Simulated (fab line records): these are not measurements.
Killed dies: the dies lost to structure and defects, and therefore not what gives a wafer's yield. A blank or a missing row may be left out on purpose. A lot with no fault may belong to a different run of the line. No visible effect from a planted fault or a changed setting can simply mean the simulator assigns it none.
Chamber matching | flow nandHarc | pecvd-04 running NHARC_A_CHANNEL_HOLE_D1_DEP_01: 3 sister chambers
The step deposits SiON, target thk 140 nm. 6 wafers are shown with their chamber, then 7 later ones without.

== WAFERS, EACH WITH ITS CHAMBER ==
wafer  | chamber | heaterPowerW (W)
L441.6 | 1       | 810
L443.2 | 0       | 675
L443.4 | 1       | 759
L443.6 | 2       | 815
L448.1 | 2       | 869
L448.2 | 0       | 588

== WAFERS WITHOUT THEIR CHAMBER ==
wafer  | heaterPowerW (W)
L448.6 | 569
L451.1 | 913
L451.2 | 572
L451.4 | 745
L452.1 | 938
L452.3 | 609
L452.6 | 679

== EACH ONE'S CHAMBER ==
wafer  | from the rows above          | in truth
L448.6 | 0                            | 0
L451.1 | can't be placed: 2 or 1      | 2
L451.2 | 0                            | 0
L451.4 | can't be placed: 1 or 2 or 0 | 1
L452.1 | can't be placed: 2 or 1      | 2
L452.3 | 0                            | 0
L452.6 | can't be placed: 0 or 1      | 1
Correct placement for 3 of the 7. From these rows, 4 cannot be placed; in 4 the true chamber is one of the candidates. Wrongly placed: 0.
How it was worked out, from the rows above alone: a wafer's distance from a chamber is the root of the sum, over the readings, of the square of ((its reading less the chamber's mean) divided by the reading's scatter). The wafer belongs to the nearest chamber; if the next one is less than 2 further off, it can't be placed. The mean given for a chamber averages the wafers shown for that chamber. The scatter is the square root of a quotient: the sum, over the shown wafers, of each reading's squared deviation from its chamber's mean, divided by wafers minus chambers.
